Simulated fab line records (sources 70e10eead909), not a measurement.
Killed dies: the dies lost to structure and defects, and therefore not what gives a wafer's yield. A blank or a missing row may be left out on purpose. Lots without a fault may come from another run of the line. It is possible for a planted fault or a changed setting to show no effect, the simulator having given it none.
Matching of chambers || flow nand_harc || NHARC_P_M2_STRIP_18 on rie_diel-08 has 4 sister chambers
The step strips in N2/H2. 16 wafers are shown with their chamber, then 8 later ones without.

## WAFERS PAIRED WITH THEIR CHAMBERS
{"wafer": "L076.1", "chamber": 0, "showerhead_plenum_p_Torr (Torr)": 1.98, "drypump_motor_current_A (A)": 5.9, "oes_product_au (a.u.)": 0.993}
{"wafer": "L076.3", "chamber": 2, "showerhead_plenum_p_Torr (Torr)": 1.92, "drypump_motor_current_A (A)": 6.2, "oes_product_au (a.u.)": 0.976}
{"wafer": "L076.6", "chamber": 0, "showerhead_plenum_p_Torr (Torr)": 1.98, "drypump_motor_current_A (A)": 5.9, "oes_product_au (a.u.)": 0.992}
{"wafer": "L077.1", "chamber": 1, "showerhead_plenum_p_Torr (Torr)": 2.01, "drypump_motor_current_A (A)": 5.9, "oes_product_au (a.u.)": 0.995}
{"wafer": "L077.2", "chamber": 3, "showerhead_plenum_p_Torr (Torr)": 1.99, "drypump_motor_current_A (A)": 5.5, "oes_product_au (a.u.)": 0.984}
{"wafer": "L077.5", "chamber": 3, "showerhead_plenum_p_Torr (Torr)": 1.99, "drypump_motor_current_A (A)": 5.5, "oes_product_au (a.u.)": 0.988}
{"wafer": "L085.1", "chamber": 0, "showerhead_plenum_p_Torr (Torr)": 1.97, "drypump_motor_current_A (A)": 6.0, "oes_product_au (a.u.)": 0.980}
{"wafer": "L085.3", "chamber": 2, "showerhead_plenum_p_Torr (Torr)": 1.92, "drypump_motor_current_A (A)": 6.2, "oes_product_au (a.u.)": 0.975}
{"wafer": "L085.6", "chamber": 2, "showerhead_plenum_p_Torr (Torr)": 1.92, "drypump_motor_current_A (A)": 6.2, "oes_product_au (a.u.)": 0.974}
{"wafer": "L087.1", "chamber": 1, "showerhead_plenum_p_Torr (Torr)": 2.01, "drypump_motor_current_A (A)": 5.8, "oes_product_au (a.u.)": 0.987}
{"wafer": "L087.2", "chamber": 3, "showerhead_plenum_p_Torr (Torr)": 1.98, "drypump_motor_current_A (A)": 5.5, "oes_product_au (a.u.)": 0.991}
{"wafer": "L087.6", "chamber": 3, "showerhead_plenum_p_Torr (Torr)": 1.98, "drypump_motor_current_A (A)": 5.5, "oes_product_au (a.u.)": 0.992}
{"wafer": "L089.2", "chamber": 2, "showerhead_plenum_p_Torr (Torr)": 1.92, "drypump_motor_current_A (A)": 6.2, "oes_product_au (a.u.)": 0.982}
{"wafer": "L089.4", "chamber": 3, "showerhead_plenum_p_Torr (Torr)": 1.98, "drypump_motor_current_A (A)": 5.5, "oes_product_au (a.u.)": 0.991}
{"wafer": "L089.5", "chamber": 0, "showerhead_plenum_p_Torr (Torr)": 1.97, "drypump_motor_current_A (A)": 6.0, "oes_product_au (a.u.)": 0.985}
{"wafer": "L091.2", "chamber": 1, "showerhead_plenum_p_Torr (Torr)": 2.01, "drypump_motor_current_A (A)": 5.8, "oes_product_au (a.u.)": 0.994}

SIGNATURES (averages over the wafers above)
{"reading": "showerhead_plenum_p_Torr", "chamber 0": 1.9750, "chamber 1": 2.0100, "chamber 2": 1.9200, "chamber 3": 1.9840, "scatter within a chamber": 0.00428}
{"reading": "drypump_motor_current_A", "chamber 0": 5.950, "chamber 1": 5.833, "chamber 2": 6.200, "chamber 3": 5.500, "scatter within a chamber": 0.0373}
{"reading": "oes_product_au", "chamber 0": 0.98750, "chamber 1": 0.99200, "chamber 2": 0.97675, "chamber 3": 0.98920, "scatter within a chamber": 0.0044}
Rule: distance of a wafer from a chamber = root of the sum over the readings of ((wafer's reading minus chamber's mean) / reading's scatter) squared. The wafer belongs to the nearest chamber; if the next one is less than 2 further off, it can't be placed. The scatter: take each reading less its chamber's mean, square it, sum over the shown wafers, divide by the number of wafers less the number of chambers, and take the root.

## WAFERS MISSING THEIR CHAMBER
{"wafer": "L091.3", "showerhead_plenum_p_Torr (Torr)": 1.97, "drypump_motor_current_A (A)": 5.9, "oes_product_au (a.u.)": 0.988}
{"wafer": "L091.6", "showerhead_plenum_p_Torr (Torr)": 1.97, "drypump_motor_current_A (A)": 5.9, "oes_product_au (a.u.)": 1.001}
{"wafer": "L095.1", "showerhead_plenum_p_Torr (Torr)": 2.01, "drypump_motor_current_A (A)": 5.9, "oes_product_au (a.u.)": 0.991}
{"wafer": "L095.4", "showerhead_plenum_p_Torr (Torr)": 1.97, "drypump_motor_current_A (A)": 6.0, "oes_product_au (a.u.)": 0.991}
{"wafer": "L095.5", "showerhead_plenum_p_Torr (Torr)": 1.97, "drypump_motor_current_A (A)": 6.0, "oes_product_au (a.u.)": 0.989}
{"wafer": "L096.4", "showerhead_plenum_p_Torr (Torr)": 1.92, "drypump_motor_current_A (A)": 6.2, "oes_product_au (a.u.)": 0.994}
{"wafer": "L096.5", "showerhead_plenum_p_Torr (Torr)": 1.98, "drypump_motor_current_A (A)": 5.5, "oes_product_au (a.u.)": 1.000}
{"wafer": "L096.6", "showerhead_plenum_p_Torr (Torr)": 1.97, "drypump_motor_current_A (A)": 5.9, "oes_product_au (a.u.)": 0.991}

## EACH ONE'S CHAMBER
{"wafer": "L091.3", "from the rows above": 0, "in truth": 0}
{"wafer": "L091.6", "from the rows above": 0, "in truth": 0}
{"wafer": "L095.1", "from the rows above": 1, "in truth": 1}
{"wafer": "L095.4", "from the rows above": 0, "in truth": 0}
{"wafer": "L095.5", "from the rows above": 0, "in truth": 0}
{"wafer": "L096.4", "from the rows above": 2, "in truth": 2}
{"wafer": "L096.5", "from the rows above": 3, "in truth": 3}
{"wafer": "L096.6", "from the rows above": 0, "in truth": 0}
Correctly placed: 8 of 8. From these rows, 0 cannot be placed. Wrongly placed: 0.
